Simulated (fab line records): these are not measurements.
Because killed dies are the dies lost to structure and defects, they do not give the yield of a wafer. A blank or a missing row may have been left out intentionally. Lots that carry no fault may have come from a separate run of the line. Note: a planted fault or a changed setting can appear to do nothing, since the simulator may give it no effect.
One fault through the eyes of 2 desks | flow nandHarc | numbers are kept per desk, each desk with only its own; the story behind them comes last

== THE DEFECT DESK ==
Lot by lot, what the route's inspections counted, given as the mean of those sampled wafers with a number. Marked OUT: a lot whose mean sits more than 4 standard deviations from the usual mean, which makes it out of limits; the brackets give that distance.
Columns: A = rawDefectCount at NHARC_A_SOURCE_PLATE_INSPECT_08, usual 58
lot  | first seen here | A
L565 | day 7 21:26     | 61
L566 | day 7 21:26     | 49
L567 | day 8 12:04     | 79
L570 | day 10 02:26    | 51
L571 | day 10 09:38    | 53
L572 | day 10 19:29    | 62
L573 | day 11 05:14    | 90
L575 | day 11 22:39    | 61
L576 | day 12 09:14    | 54
L577 | day 12 19:46    | 54
L578 | day 12 19:46    | 33
L582 | day 14 22:48    | 75
L583 | day 15 04:55    | 37
L585 | day 16 08:49    | 62
This desk's verdict: no lot among the 14 shows anything out of limits.

== THE METROLOGY DESK ==
What the gauges read, lot by lot, whatever tool the lot ran on: means of the sampled wafers that have a number. Marked OUT: a lot whose mean sits more than 4 standard deviations from the usual mean, which makes it out of limits; the brackets give that distance.
Columns: A = thkNm at NHARC_A_ONON_D1_THK_MEAS_05, usual 999 nm; B = thkNm at NHARC_A_ONON_D1_THK_MEAS_08, usual 997 nm
lot  | first seen here | A    | B
L566 | day 7 22:34     | 1003 | 997
L565 | day 7 22:52     | 1015 | 1000
L567 | day 8 13:11     | 975  | 992
L570 | day 10 03:35    | 996  | 1005
L571 | day 10 10:47    | 1007 | 1009
L572 | day 10 20:37    | 1010 | 1007
L573 | day 11 06:23    | 1000 | 1004
L575 | day 11 23:48    | 977  | 1001
L576 | day 12 10:23    | 982  | 1000
L577 | day 12 20:54    | 1006 | 1015
L578 | day 12 20:55    | 994  | 996
L582 | day 14 23:57    | 1009 | 1013
L583 | day 15 06:04    | 1011 | 703 (-25) OUT
L585 | day 16 09:59    | 998  | 696 (-25) OUT
This desk's verdict: out of limits on L583, L585, starting with L583 at day 15 06:38 (thkNm at NHARC_A_ONON_D1_THK_MEAS_08). In limits: L566, L565, L567, L570, L571, L572, L573, L575, L576, L577, L578, L582.

== ALL TOGETHER ==
L583, L585 would have let the metrology desk raise an alarm at day 15 06:38.
Nothing the defect desk looked at was out of limits.
The defect desk has L583, L585 on record, within its limits.
All the named lots went through NHARC_A_ONON_D1_DEP_06 on pecvdOnon-01.

== WHAT HAD BEEN PUT IN BY THE SIMULATOR ==
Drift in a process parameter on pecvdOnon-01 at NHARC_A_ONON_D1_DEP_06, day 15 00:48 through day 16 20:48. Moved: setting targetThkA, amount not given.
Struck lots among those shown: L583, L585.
Hours from the fault's start to each desk's first reading out of limits: the metrology desk, 6.
